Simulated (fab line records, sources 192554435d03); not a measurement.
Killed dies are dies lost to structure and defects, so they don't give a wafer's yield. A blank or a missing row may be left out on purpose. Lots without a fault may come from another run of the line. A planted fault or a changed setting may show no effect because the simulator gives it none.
Chamber matching | flow n5_finfet | N5_HKMG_FIN_ETCH_67 on rie_diel-02: 4 sister chambers
The step etches SOC in N2/H2, stops on TiN, target depth 388.9 nm. 14 wafers are shown with their chamber, then 7 later ones without.

WAFERS WITH THEIR CHAMBER
wafer  | chamber | showerhead_plenum_p_Torr (Torr) | drypump_motor_current_A (A) | throttle_valve_pct (%)
L074.1 | 3       | 2.62                            | 6.4                         | 17.86
L074.3 | 2       | 2.67                            | 6.0                         | 17.58
L074.5 | 0       | 2.45                            | 6.4                         | 17.98
L080.2 | 3       | 2.61                            | 6.3                         | 17.88
L080.3 | 0       | 2.45                            | 6.4                         | 18.00
L080.4 | 2       | 2.67                            | 6.0                         | 17.59
L082.2 | 2       | 2.67                            | 6.0                         | 17.60
L082.3 | 1       | 2.41                            | 6.2                         | 18.00
L082.4 | 0       | 2.44                            | 6.4                         | 18.00
L083.1 | 0       | 2.44                            | 6.4                         | 18.01
L083.2 | 2       | 2.67                            | 6.0                         | 17.63
L083.4 | 1       | 2.41                            | 6.2                         | 18.01
L089.3 | 3       | 2.60                            | 6.3                         | 17.91
L089.5 | 0       | 2.43                            | 6.4                         | 18.05

SIGNATURES (means of the wafers above)
reading                  | chamber 0 | chamber 1 | chamber 2 | chamber 3 | scatter within a chamber
showerhead_plenum_p_Torr | 2.4420    | 2.4100    | 2.6700    | 2.6100    | 0.00693
drypump_motor_current_A  | 6.400     | 6.200     | 6.000     | 6.333     | 0.0258
throttle_valve_pct       | 18.0080   | 18.0050   | 17.6000   | 17.8833   | 0.0232
Rule: a wafer's distance from a chamber is the root of the sum, over the readings, of the square of ((its reading less the chamber's mean) divided by the reading's scatter). The wafer belongs to the nearest chamber; if the next one is less than 2 further off, it can't be placed. The scatter: the root of (the sum of the squares of (reading less its chamber's mean) over the shown wafers, divided by (wafers less chambers)).

WAFERS WITHOUT THEIR CHAMBER
wafer  | showerhead_plenum_p_Torr (Torr) | drypump_motor_current_A (A) | throttle_valve_pct (%)
L089.6 | 2.66                            | 6.0                         | 17.65
L097.1 | 2.60                            | 6.3                         | 17.93
L097.2 | 2.65                            | 6.0                         | 17.69
L097.3 | 2.42                            | 6.4                         | 18.10
L097.4 | 2.72                            | 6.2                         | 17.61
L097.5 | 2.60                            | 6.3                         | 17.94
L097.6 | 2.65                            | 6.0                         | 17.71

WHICH CHAMBER EACH WENT THROUGH
wafer  | from the rows above | in truth
L089.6 | 2                   | 2
L097.1 | 3                   | 3
L097.2 | 2                   | 2
L097.3 | 0                   | 0
L097.4 | 2                   | 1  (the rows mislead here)
L097.5 | 3                   | 3
L097.6 | 2                   | 2
Placed correctly: 6 of 7. Can't be placed from these rows: 0. Placed wrongly: 1.
